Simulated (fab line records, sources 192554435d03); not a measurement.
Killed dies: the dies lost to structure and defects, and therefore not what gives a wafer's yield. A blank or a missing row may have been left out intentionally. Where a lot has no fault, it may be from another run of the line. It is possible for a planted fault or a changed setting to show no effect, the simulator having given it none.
Chamber matching -- flow n5-finfet -- N5_BEOL_M1_ETCH_69 on rie-diel-03: 4 sister chambers
The step etches SiARC in CF4, target depth 15.6 nm, time 26 s. 8 wafers are shown with their chamber, then 7 later ones without.

WAFERS PAIRED WITH THEIR CHAMBERS
wafer,chamber,showerhead-plenum-p-Torr (Torr),throttle-valve-pct (%)
L075.6,2,2.05,15.27
L081.2,1,2.26,15.20
L081.5,3,2.20,16.01
L087.1,0,2.27,15.24
L087.2,2,2.05,15.28
L087.6,0,2.27,15.26
L088.2,3,2.20,16.03
L088.5,1,2.25,15.23

WAFERS WITHOUT THEIR CHAMBER
wafer,showerhead-plenum-p-Torr (Torr),throttle-valve-pct (%)
L088.6,2.27,15.24
L092.2,2.05,15.31
L092.5,2.25,15.26
L092.6,2.04,15.30
L095.2,2.26,15.26
L095.4,2.20,15.54
L095.5,2.25,15.24

CHAMBER TAKEN BY EACH
wafer,from the rows above,in truth
L088.6,0,0
L092.2,2,2
L092.5,1,1
L092.6,2,2
L095.2,can't be placed: 0 or 1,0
L095.4,can't be placed: 1 or 0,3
L095.5,1,1
Correctly placed: 5 of 7. From these rows, 2 cannot be placed; in 1 the true chamber is one of the candidates. 0 placed wrongly.
How it was worked out, from the rows above alone: a wafer's distance from a chamber is the root of the sum, over the readings, of the square of ((its reading less the chamber's mean) divided by the reading's scatter). The wafer belongs to the nearest chamber; if the next one is less than 2 further off, it can't be placed. For every chamber, the mean is computed from those of its wafers that are shown. The scatter: the root of (the sum of the squares of (reading less its chamber's mean) over the shown wafers, divided by (wafers less chambers)).
